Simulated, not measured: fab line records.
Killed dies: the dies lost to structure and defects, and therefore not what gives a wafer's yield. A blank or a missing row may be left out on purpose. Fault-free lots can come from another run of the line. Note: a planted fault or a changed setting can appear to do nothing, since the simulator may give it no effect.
fab line records	flow n5Finfet
record lots=7	wafers=21
route steps=1938 shown WELL_APT@21 PMOS_HMC_CHANNEL_EPI@57 FIN_CUT@176 SD_EPI_N@268 SD_EPI_P@296 SDB@348
startH: start of the lot's first displayed wafer, in hours after the record's first day	waitH: hours since the lot's step before	" as in the row above	L1.1+2: a single row standing in for several wafers	- no value, or no start was given	* or withheld: withheld	< > ~ a bound
route shown NAME@n: a module of which the file shows steps, and the number in the route of the first	usual: mean and standard deviation over wafers with no fault	same: alike in all rows	chamber/n: place in a boat	sites: each site's reading	_std_site: how widely they spread, as a standard deviation	_edge_site: the outer-site mean with the inner-site mean subtracted	radiusMm: how far each site lies from the wafer's centre	mask NAME#n: copy n	behind: the most recent tool/chamber to have shaped the wafer	hold: what put the lot on hold/how long, in hours/how the hold closed	device: the transistor (n, p or np) that didn't switch	end of line: the same wafers' tests at the end of the route	a step given without rows: its recipe and nothing more	killed: dies that structure and defects cost at the first sort, which is not the same as the wafer's yield	map: a wafer's dies, x killed, . not, _ none there
set.NAME: the setting the step ran with; set.NAME@STEP: the setting that earlier step ran with	model.NAME: the simulator's own value behind a step, which no gauge read
lots with deliberately changed settings; one table per step, one row per wafer
## steps
# step N5_WELL_APT_COAT_02
# recipe spinRpm=1357	resistThkNm=950
lot.wafer	tool	chamber	startH	waitH	set.spinRpm	model.coat_of_WELL_APT_COAT_02.thkNm
L076.1+4	lithoTrack-05	0	-	-	1216	1003
L076.2	"	0	"	"	1357	947.5
L078.2	lithoTrack-05	0	-	-	1357	950.5
L078.3	"	0	"	"	1357	948.9
L078.5	"	0	"	"	1357	949.3
L085.4	lithoTrack-01	0	-	-	1357	955.6
L085.5	"	0	"	"	1500	908.6
L085.6	"	0	"	"	1357	953.7
L086.1	lithoTrack-01	0	-	-	1497	904.1
L086.3	"	0	"	"	1497	905.7
L086.6	"	0	"	"	1357	951.4
L092.1	lithoTrack-05	0	-	-	1357	955.2
L092.2	"	0	"	"	1357	951.9
L092.5	"	0	"	"	1357	953.5
L093.2	lithoTrack-05	0	-	-	1218	1005
L093.4	"	0	"	"	1218	1006
L093.6	"	0	"	"	1357	949.1
L096.2	lithoTrack-02	0	-	-	1449	916.9
L096.3	"	0	"	"	1449	915.9
L096.4	"	0	"	"	1357	947.4
# step N5_PMOS_HMC_CHANNEL_EPI_HM_DEP_34
# recipe material=SiO2	targetThkA=360	tempC=400	precursor=TEOS/O2	pressureTorr=6.5	rfW=900	teosFlowSccm=161.4	gas=O2	flowSccm=2650	timeS=6.9
lot.wafer	tool	chamber	startH	waitH	set.timeS	model.SiO2_of_PMOS_HMC_CHANNEL_EPI_HM_DEP_34.thkNm
L076.1	pecvd-04	0	28.72	0.0	6.9	35.94
L076.2	"	2	"	"	6.9	35.83
L076.4	"	2	"	"	6.403	33.56
L078.2	pecvd-04	0	42.32	0.0	6.9	34.93
L078.3	"	1	"	"	6.9	34.86
L078.5	"	0	"	"	6.9	35.92
L085.4	pecvd-01	2	82.83	0.0	6.015	32.7
L085.5	"	0	"	"	6.015	32.18
L085.6	"	1	"	"	6.9	36.22
L086.1	pecvd-01	1	89.62	0.0	6.9	35.34
L086.3	"	2	"	"	7.86	40.59
L086.6	"	0	"	"	7.86	40.88
L092.1	pecvd-01	0	125.37	0.0	6.9	35.81
L092.2	"	1	"	"	6.9	35.37
L092.5	"	0	"	"	6.9	36.24
L093.2	pecvd-04	1	130.99	0.0	6.214	31.3
L093.4	"	2	"	"	6.9	36.3
L093.6	"	1	"	"	6.214	32
L096.2	pecvd-01	0	149.11	0.0	7.752	39.79
L096.3	"	2	"	"	6.9	35.8
L096.4	"	2	"	"	7.752	40.14
# step N5_FIN_CUT_CUT_ETCH_15
# recipe chemistry=HBr/Cl2/O2	target=Si	targetDepthA=1000	btTimeS=10	maskMaterial=SOC	timeS=42.4	ionEnergyEv=*	biasW=*	pressureMtorr=10	icpW=800	HBr_flow_sccm=150	Cl2_flow_sccm=80	O2_flow_sccm=12
lot.wafer	tool	chamber	startH	waitH	set.timeS	model.etch.depthNm	model.FIN_CUT.featureDepthNm	model.SOC_of_FIN_CUT_COAT_18.thkNm
L076.1	rieSi-01	2	40.16	0.1	42.4	100.2	100.2	170.8
L076.2	"	1	"	"	49.78	119.2	119.2	164
L076.4	"	0	"	"	49.78	120.6	120.6	163.6
L078.2	rieSi-03	3	53.95	0.1	42.4	100.4	100.4	170.6
L078.3	"	0	"	"	42.4	103	103	168.8
L078.5	"	0	"	"	42.4	103.2	103.2	169.6
L085.4	rieSi-03	2	94.65	0.0	42.4	100.4	100.4	170.6
L085.5	"	2	"	"	42.4	99.13	99.2	171.4
L085.6	"	3	"	"	42.4	99.45	99.4	170.8
L086.1	rieSi-01	1	101.73	0.1	42.4	100.6	100.6	170.8
L086.3	"	2	"	"	42.4	97.59	97.6	170.8
L086.6	"	1	"	"	33.16	78.84	78.8	179.6
L092.1	rieSi-06	3	136.36	0.1	42.4	101.7	101.8	168
L092.2	"	0	"	"	42.4	99.84	99.8	170
L092.5	"	1	"	"	42.4	103.1	103.2	168.4
L093.2	rieSi-01	1	143.37	0.1	34.5	82.27	82.2	177
L093.4	"	0	"	"	42.4	102.6	102.6	168.6
L093.6	"	0	"	"	34.5	84.14	84.2	177.6
L096.2	rieSi-06	0	159.83	0.1	42.4	98.74	98.8	171.4
L096.3	"	1	"	"	47.94	114	114	164
L096.4	"	3	"	"	47.94	113.3	113.2	165.8
# step N5_SD_EPI_N_PEB_07
# recipe pebTempC=110	pebTimeS=60	resist=CAR-ArF-block
lot.wafer	tool	chamber	startH	waitH	set.pebTimeS
L076.1+4	lithoTrack-05	0	66.62	0.1	60
L076.2	"	0	"	"	64.04
L078.2+3+5	lithoTrack-01	0	74.70	0.0	60
L085.4+6	lithoTrack-02	0	115.71	0.0	60
L085.5	"	0	"	"	65.17
L086.1	lithoTrack-01	0	122.60	0.1	73.46
L086.3+6	"	0	"	"	60
L092.1+2	lithoTrack-05	0	156.20	0.1	48.5
L092.5	"	0	"	"	60
L093.2+6	lithoTrack-02	0	165.41	0.0	60
L093.4	"	0	"	"	49.96
L096.2+4	lithoTrack-05	0	180.34	0.0	47.2
L096.3	"	0	"	"	60
# step N5_SD_EPI_N_DEVELOP_08
# recipe developTimeS=30	developer=TMAH	resist=CAR-ArF-block	devTempC=23	rinseLiquid=diw	dry=airSpin
# step N5_SD_EPI_N_CD_MEAS_09
# recipe targetCdNm=120	landingEnergyEv=500	detector=seInlens
# usual cdNm=119.8/0.7
lot.wafer	tool	chamber	startH	waitH	set.pebTimeS@SD_EPI_N_PEB_07	cdNm
L076.1	cdSem-03	0	66.69	-	60	119.5
L076.2	"	0	"	"	64.04	122.2
L076.4	"	0	"	"	60	118.5
L078.2	cdSem-01	0	74.76	-	60	119.3
L078.3	"	0	"	"	60	119.1
L078.5	"	0	"	"	60	119.9
L085.4	cdSem-02	0	115.78	-	60	120.0
L085.5	"	0	"	"	65.17	122.0
L085.6	"	0	"	"	60	119.5
L086.1	cdSem-03	0	122.67	-	73.46	126.8
L086.3	"	0	"	"	60	120.3
L086.6	"	0	"	"	60	120.1
L092.1	cdSem-03	0	156.27	-	48.5	113.1
L092.2	"	0	"	"	48.5	113.0
L092.5	"	0	"	"	60	120.4
L093.2	cdSem-02	0	165.48	-	60	119.0
L093.4	"	0	"	"	49.96	113.2
L093.6	"	0	"	"	60	118.8
L096.2	cdSem-03	0	180.41	-	47.2	111.0
L096.3	"	0	"	"	60	119.0
L096.4	"	0	"	"	47.2	109.2
# step N5_SD_EPI_N_DESCUM_14
# recipe chemistry=O2	timeS=7.9	sourcePowerW=50	biasPowerW=20	pressureMtorr=20	rfFrequencyHz=2.712e+07	tempC=40	resist=CAR-ArF-block	o2FlowSccm=225
lot.wafer	tool	chamber	startH	waitH	set.pebTimeS@SD_EPI_N_PEB_07	model.SD_EPI_N.cdNm
L076.1	rieDiel-02	2	66.80	0.1	60	119.6
L076.2	"	0	"	"	64.04	122.4
L076.4	"	1	"	"	60	119
L078.2	rieDiel-02	0	74.85	0.0	60	119.4
L078.3	"	3	"	"	60	119.2
L078.5	"	3	"	"	60	119.8
L085.4	rieDiel-02	3	115.87	0.0	60	120
L085.5	"	0	"	"	65.17	122
L085.6	"	1	"	"	60	119.2
L086.1	rieDiel-06	1	122.87	0.1	73.46	126.6
L086.3	"	0	"	"	60	120
L086.6	"	2	"	"	60	120.2
L092.1	rieDiel-02	0	156.37	0.1	48.5	113.2
L092.2	"	1	"	"	48.5	112.6
L092.5	"	3	"	"	60	120.4
L093.2	rieDiel-02	3	165.57	0.0	60	118.8
L093.4	"	1	"	"	49.96	113
L093.6	"	1	"	"	60	119
L096.2	rieDiel-05	2	180.50	0.0	47.2	111
L096.3	"	0	"	"	60	119.4
L096.4	"	3	"	"	47.2	109
# step N5_SD_EPI_N_ETCH_34
# recipe chemistry=CF4	target=SiARC	targetDepthA=455	maskMaterial=CAR-ArF-block	timeS=75.8	ionEnergyEv=80	pressureMtorr=40	sourceW=545	biasW=36	Ar_flow_sccm=100	cf4FlowSccm=100	ends=cleared
lot.wafer	tool	chamber	startH	waitH	set.pebTimeS@SD_EPI_N_PEB_07	model.SD_EPI_N.cdNm
L076.1	rieDiel-02	2	66.83	0.0	60	119.4
L076.2	"	0	"	"	64.04	122.6
L076.4	"	1	"	"	60	119
L078.2+5	rieDiel-02	0,3	74.89	0.0	60	119.6
L078.3	"	3	"	"	60	118.8
L085.4	rieDiel-02	3	115.90	0.0	60	119.8
L085.5	"	0	"	"	65.17	122.2
L085.6	"	1	"	"	60	119.2
L086.1	rieDiel-06	1	122.91	0.0	73.46	126.6
L086.3+6	"	0,2	"	"	60	120.2
L092.1	rieDiel-02	0	156.41	0.0	48.5	113
L092.2	"	1	"	"	48.5	112.8
L092.5	"	3	"	"	60	120.2
L093.2	rieDiel-02	3	165.60	0.0	60	118.6
L093.4	"	1	"	"	49.96	113
L093.6	"	1	"	"	60	119
L096.2	rieDiel-05	2	180.53	0.0	47.2	110.8
L096.3	"	0	"	"	60	119.4
L096.4	"	3	"	"	47.2	108.8
# step N5_SD_EPI_N_ETCH_35
# recipe chemistry=N2/H2	target=SOC	overetchA=1080	maskMaterial=SiARC	tempC=40	ionEnergyEv=100	sourceW=3000	biasW=133	pressureMtorr=20	timeS=486	n2FlowSccm=200	h2FlowSccm=200
lot.wafer	tool	chamber	startH	waitH	set.pebTimeS@SD_EPI_N_PEB_07	model.SD_EPI_N.cdNm
L076.1	rieDiel-02	2	66.89	0.0	60	119.8
L076.2	"	0	"	"	64.04	122.2
L076.4	"	1	"	"	60	118.6
L078.2	rieDiel-02	0	74.94	0.0	60	118.4
L078.3	"	3	"	"	60	119.2
L078.5	"	3	"	"	60	120.4
L085.4	rieDiel-02	3	115.96	0.0	60	121.4
L085.5	"	0	"	"	65.17	121.6
L085.6	"	1	"	"	60	119.4
L086.1	rieDiel-06	1	122.96	0.0	73.46	126
L086.3	"	0	"	"	60	118.8
L086.6	"	2	"	"	60	121.6
L092.1	rieDiel-02	0	156.46	0.0	48.5	113.8
L092.2	"	1	"	"	48.5	113.4
L092.5	"	3	"	"	60	122.6
L093.2	rieDiel-02	3	165.66	0.0	60	119.2
L093.4	"	1	"	"	49.96	113.2
L093.6	"	1	"	"	60	118.4
L096.2	rieDiel-05	2	180.59	0.0	47.2	109.4
L096.3	"	0	"	"	60	120
L096.4	"	3	"	"	47.2	107.8
# step N5_SD_EPI_N_STRIP_36
# recipe chemistry=N2/H2	tempC=40	n2FlowSccm=200	h2FlowSccm=200	rfFrequencyHz=6e+07
# step N5_SD_EPI_N_ETCHBACK_44
# recipe chemistry=CH3F/O2	mode=anisotropicEtchback	target=SiNx	targetDepthA=145	stopOn=SiO2	overEtchFrac=0.3	ionEnergyEv=120	pressureMtorr=30	sourceW=395	biasW=73	Ar_flow_sccm=150	CH3F_flow_sccm=30	O2_flow_sccm=20
lot.wafer	tool	chamber	startH	waitH	set.pebTimeS@SD_EPI_N_PEB_07	model.SD_EPI_N.cdNm
L076.1	rieDiel-02	2	67.22	0.0	60	119.8
L076.2	"	0	"	"	64.04	122.2
L076.4	"	1	"	"	60	118.6
L078.2	rieDiel-02	0	75.27	0.0	60	118.2
L078.3	"	3	"	"	60	119
L078.5	"	3	"	"	60	120.2
L085.4	rieDiel-02	3	116.28	0.0	60	121.2
L085.5	"	0	"	"	65.17	121.6
L085.6	"	1	"	"	60	119.4
L086.1	rieDiel-06	1	123.29	0.0	73.46	126
L086.3	"	0	"	"	60	118.8
L086.6	"	2	"	"	60	121.6
L092.1	rieDiel-02	0	156.79	0.0	48.5	113.8
L092.2	"	1	"	"	48.5	113.4
L092.5	"	3	"	"	60	122.4
L093.2	rieDiel-02	3	165.98	0.0	60	119.2
L093.4	"	1	"	"	49.96	113.2
L093.6	"	1	"	"	60	118.2
L096.2	rieDiel-05	2	180.91	0.0	47.2	109.4
L096.3	"	0	"	"	60	120
L096.4	"	3	"	"	47.2	108
# step N5_SD_EPI_P_COAT_35
# recipe resist=SiARC	tempC=220	timeS=60	spinRpm=1500	resistThkNm=35
lot.wafer	tool	chamber	startH	waitH	set.spinRpm	model.SiARC_of_SD_EPI_P_COAT_35.thkNm
L076.1	lithoTrack-01	0	-	-	1500	35.2
L076.2	"	0	"	"	1500	35
L076.4	"	0	"	"	1442	35.8
L078.2	lithoTrack-01	0	-	-	1500	35
L078.3+5	"	0	"	"	1500	35.2
L085.4	lithoTrack-01	0	-	-	1500	35.2
L085.5+6	"	0	"	"	1585	34
L086.1+3+6	lithoTrack-01	0	-	-	1500	35
L092.1+2	lithoTrack-04	0	-	-	1500	35
L092.5	"	0	"	"	1451	35.6
L093.2+4	lithoTrack-04	0	-	-	1657	33.2
L093.6	"	0	"	"	1500	35
L096.2+3	lithoTrack-01	0	-	-	1412	36
L096.4	"	0	"	"	1500	35
# step N5_SD_EPI_P_DEVELOP_08
# recipe developTimeS=30	developer=TMAH	resist=CAR-ArF-block	devTempC=23	rinseLiquid=diw	dry=airSpin
lot.wafer	tool	chamber	startH	waitH	set.developTimeS
L076.1+2+4	lithoTrack-04	0	-	-	30
L078.2+3+5	lithoTrack-01	0	-	-	30
L085.4+6	lithoTrack-04	0	-	-	30
L085.5	"	0	"	"	27.01
L086.1+3+6	lithoTrack-04	0	-	-	30
L092.1	lithoTrack-01	0	-	-	34.22
L092.2+5	"	0	"	"	30
L093.2+6	lithoTrack-01	0	-	-	30
L093.4	"	0	"	"	25.73
L096.2+3+4	lithoTrack-04	0	-	-	30
# step N5_SD_EPI_P_DESCUM_14
# recipe chemistry=O2	timeS=7.9	sourcePowerW=50	biasPowerW=20	pressureMtorr=20	rfFrequencyHz=2.712e+07	tempC=40	resist=CAR-ArF-block	o2FlowSccm=225
# step N5_SD_EPI_P_ETCH_36
# recipe chemistry=CF4	target=SiARC	targetDepthA=455	maskMaterial=CAR-ArF-block	timeS=75.8	ionEnergyEv=80	pressureMtorr=40	sourceW=545	biasW=36	Ar_flow_sccm=100	cf4FlowSccm=100	ends=cleared
lot.wafer	tool	chamber	startH	waitH	set.spinRpm@SD_EPI_P_COAT_35	model.etch.depthNm	model.CAR-ArF-block_of_SD_EPI_P_COAT_03.thkNm
L076.1	rieDiel-03	1	71.35	0.0	1500	35.14	111
L076.2	"	3	"	"	1500	35.05	111.2
L076.4	"	0	"	"	1442	35.74	110
L078.2	rieDiel-01	0	79.42	0.0	1500	35.1	111.4
L078.3	"	1	"	"	1500	35.25	111.2
L078.5	"	3	"	"	1500	35.15	111.6
L085.4	rieDiel-01	1	121.20	0.0	1500	35.16	111.2
L085.5	"	3	"	"	1585	34.04	112.4
L085.6	"	0	"	"	1585	34.1	112
L086.1	rieDiel-03	1	127.56	0.0	1500	34.97	111.2
L086.3	"	0	"	"	1500	35.06	111.2
L086.6	"	3	"	"	1500	35.03	111.6
L092.1	rieDiel-01	1	161.88	0.0	1500	34.96	112
L092.2	"	2	"	"	1500	34.92	111.6
L092.5	"	2	"	"	1451	35.62	111.2
L093.2	rieDiel-01	1	170.04	0.0	1657	33.26	112.4
L093.4	"	3	"	"	1657	33.29	112.2
L093.6	"	2	"	"	1500	35.09	110.4
L096.2	rieDiel-04	1	186.62	0.0	1412	36.07	110
L096.3	"	2	"	"	1412	36.05	110
L096.4	"	3	"	"	1500	35.01	110.2
# step N5_SDB_COAT_03
# recipe resist=SOC	tempC=250	timeS=60	spinRpm=1500	resistThkNm=100
lot.wafer	tool	chamber	startH	waitH	set.spinRpm	model.SOC_of_SDB_COAT_03.thkNm
L076.1	lithoTrack-03	0	82.43	0.1	1500	100.4
L076.2+4	"	0	"	"	1577	98
L078.2	lithoTrack-03	0	91.27	0.1	1500	100.4
L078.3+5	"	0	"	"	1500	100.2
L085.4	lithoTrack-02	0	132.83	0.0	1500	100.4
L085.5	"	0	"	"	1500	100.2
L085.6	"	0	"	"	1500	99.8
L086.1	lithoTrack-02	0	138.70	0.1	1500	99.6
L086.3	"	0	"	"	1500	99.8
L086.6	"	0	"	"	1431	102
L092.1+2	lithoTrack-02	0	174.01	0.1	1500	100.6
L092.5	"	0	"	"	1500	100.4
L093.2	lithoTrack-02	0	181.09	0.1	1500	100.2
L093.4	"	0	"	"	1388	104.2
L093.6	"	0	"	"	1388	103.8
L096.2+3	lithoTrack-03	0	198.09	0.1	1416	102.4
L096.4	"	0	"	"	1416	102.6
## key
split step=N5_WELL_APT_COAT_02	setting=spinRpm	stated=1357	by=wafer
response step=N5_WELL_APT_COAT_02	reading=model.coat_of_WELL_APT_COAT_02.thkNm	change=-4.9	per=1%	r=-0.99
split step=N5_PMOS_HMC_CHANNEL_EPI_HM_DEP_34	setting=timeS	stated=6.9	by=wafer
response step=N5_PMOS_HMC_CHANNEL_EPI_HM_DEP_34	reading=model.SiO2_of_PMOS_HMC_CHANNEL_EPI_HM_DEP_34.thkNm	change=+0.36	per=1%	r=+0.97
split step=N5_FIN_CUT_CUT_ETCH_15	setting=timeS	stated=42.4	by=wafer
response step=N5_FIN_CUT_CUT_ETCH_15	reading=model.etch.depthNm	change=+1.03	per=1%	r=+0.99
response step=N5_FIN_CUT_CUT_ETCH_15	reading=model.FIN_CUT.featureDepthNm	change=+1.03	per=1%	r=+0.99
response step=N5_FIN_CUT_CUT_ETCH_15	reading=model.SOC_of_FIN_CUT_COAT_18.thkNm	change=-0.433	per=1%	r=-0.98
split step=N5_SD_EPI_N_PEB_07	setting=pebTimeS	stated=60	by=wafer
response step=N5_SD_EPI_N_CD_MEAS_09	reading=cdNm	change=+0.357	per=1%	r=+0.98
response step=N5_SD_EPI_N_DESCUM_14	reading=model.SD_EPI_N.cdNm	change=+0.365	per=1%	r=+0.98
response step=N5_SD_EPI_N_ETCH_34	reading=model.SD_EPI_N.cdNm	change=+0.366	per=1%	r=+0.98
response step=N5_SD_EPI_N_ETCH_35	reading=model.SD_EPI_N.cdNm	change=+0.388	per=1%	r=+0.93
response step=N5_SD_EPI_N_ETCHBACK_44	reading=model.SD_EPI_N.cdNm	change=+0.384	per=1%	r=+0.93
split step=N5_SD_EPI_P_COAT_35	setting=spinRpm	stated=1500	by=wafer
response step=N5_SD_EPI_P_COAT_35	reading=model.SiARC_of_SD_EPI_P_COAT_35.thkNm	change=-0.179	per=1%	r=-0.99
response step=N5_SD_EPI_P_ETCH_36	reading=model.etch.depthNm	change=-0.178	per=1%	r=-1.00
response step=N5_SD_EPI_P_ETCH_36	reading=model.CAR-ArF-block_of_SD_EPI_P_COAT_03.thkNm	change=+0.163	per=1%	r=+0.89
split step=N5_SD_EPI_P_DEVELOP_08	setting=developTimeS	stated=30	by=wafer
response none clear
split step=N5_SDB_COAT_03	setting=spinRpm	stated=1500	by=wafer
response step=N5_SDB_COAT_03	reading=model.SOC_of_SDB_COAT_03.thkNm	change=-0.497	per=1%	r=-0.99
